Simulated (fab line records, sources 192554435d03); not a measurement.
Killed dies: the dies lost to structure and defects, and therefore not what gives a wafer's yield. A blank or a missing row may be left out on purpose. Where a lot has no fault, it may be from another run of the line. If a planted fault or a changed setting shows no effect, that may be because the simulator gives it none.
Split-lot experiment + flow n5_finfet + 21 wafers read across 7 lots, on a route 1938 steps long

## THE SPLIT
At N5_FIN_SAQP_EXPOSE_13 (exposes mask FIN CORE, target cd 35.6 nm), the setting dose_mj was moved away from the recipe's 63.25 on 11 of the 21 wafers read, by -5.9% to +7.4%. This setting was run at the recipe's value on the other wafers.

## FROM THE SPLIT TO THE READING: what the file shows between them, 2 steps
- N5_FIN_SAQP_PEB_14: peb time 60 s
- N5_FIN_SAQP_DEVELOP_15: develop time 30 s

## THE READING
cd_nm at N5_FIN_SAQP_CD_MEAS_16, given in nm (cd target 35.6 nm). Typical for fault-free wafers on this fab line: 35.6 nm, with standard deviation 0.35 nm.

| wafer  | tool, chamber at the split | dose_mj as run | against the recipe | cd_nm, nm | against lot-mates on the recipe |
|--------|----------------------------|----------------|--------------------|-----------|---------------------------------|
| L076.1 | arfi_scanner-03, 0         | 63.25          | recipe             | 35.4      | -                               |
| L076.2 | arfi_scanner-03, 0         | 65.34          | +3.3%              | 34.4      | -1.0                            |
| L076.3 | arfi_scanner-03, 0         | 65.34          | +3.3%              | 35.0      | -0.4                            |
| L080.1 | arfi_scanner-03, 0         | 67.95          | +7.4%              | 33.5      | -1.8                            |
| L080.4 | arfi_scanner-03, 0         | 67.95          | +7.4%              | 33.6      | -1.7                            |
| L080.5 | arfi_scanner-03, 0         | 63.25          | recipe             | 35.3      | -                               |
| L083.2 | arfi_scanner-03, 0         | 63.25          | recipe             | 35.8      | -                               |
| L083.3 | arfi_scanner-03, 0         | 63.25          | recipe             | 35.5      | -                               |
| L083.4 | arfi_scanner-03, 0         | 63.25          | recipe             | 35.9      | -                               |
| L084.3 | arfi_scanner-01, 0         | 66.12          | +4.5%              | 34.7      | -0.8                            |
| L084.4 | arfi_scanner-01, 0         | 63.25          | recipe             | 35.5      | -                               |
| L084.6 | arfi_scanner-01, 0         | 66.12          | +4.5%              | 34.3      | -1.2                            |
| L085.3 | arfi_scanner-02, 0         | 60.23          | -4.8%              | 36.8      | no lot-mate on the recipe       |
| L085.4 | arfi_scanner-02, 0         | 60.23          | -4.8%              | 36.3      | no lot-mate on the recipe       |
| L085.6 | arfi_scanner-02, 0         | 60.23          | -4.8%              | 36.4      | no lot-mate on the recipe       |
| L090.1 | arfi_scanner-03, 0         | 63.25          | recipe             | 35.6      | -                               |
| L090.3 | arfi_scanner-03, 0         | 63.25          | recipe             | 35.8      | -                               |
| L090.4 | arfi_scanner-03, 0         | 63.25          | recipe             | 35.6      | -                               |
| L093.1 | arfi_scanner-03, 0         | 63.25          | recipe             | 35.5      | -                               |
| L093.3 | arfi_scanner-03, 0         | 59.51          | -5.9%              | 36.7      | +1.2                            |
| L093.5 | arfi_scanner-03, 0         | 59.51          | -5.9%              | 36.9      | +1.4                            |

FIT RESULTS
A straight line over all 21 wafers: cd_nm changes by -0.234 nm for each +1% of dose_mj; r = -0.97; the points scatter about the line by 0.23 nm.
The same after taking each lot's own level away (the mean of its wafers on the recipe; 18 wafers): -0.226 nm for each +1%; r = -0.98; scatter 0.16 nm.
That fit puts the effect of the largest move of dose_mj on the reading at 1.7 nm.
The span of the lots' own levels, 35.30 to 35.73 nm, comes to 1.2 times the standard deviation stated above.
The two slopes are in agreement: the lot-to-lot level therefore moves the slope only a little.
Check: -1.65 nm against its lot-mates is what the line predicts for one of the wafers moved furthest among these (+7.4%) when that wafer is left out of the fit. It came out at -1.8 nm against them.

## OTHER SPLITS APPLIED TO THESE WAFERS
Note: prior to the reading, these wafers also went through further splits. Each is held against what the fit with the lots' levels taken away leaves over:
| other split on the same wafers | wafers away from the commonest value | r with cd_nm (lot level and that fit taken away) |
|--------------------------------|--------------------------------------|--------------------------------------------------|
| N5_WELL_APT_EXPOSE_05 dose_mj  | 4                                    | +0.00                                            |
| N5_WELL_APT_DESCUM_13 time_s   | 9                                    | +0.15                                            |
| N5_FIN_SAQP_HM_DEP_03 time_s   | 5                                    | +0.44                                            |

## FILE'S OWN FIT
cd_nm changes by -0.218 nm for each +1% of dose_mj, r = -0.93.
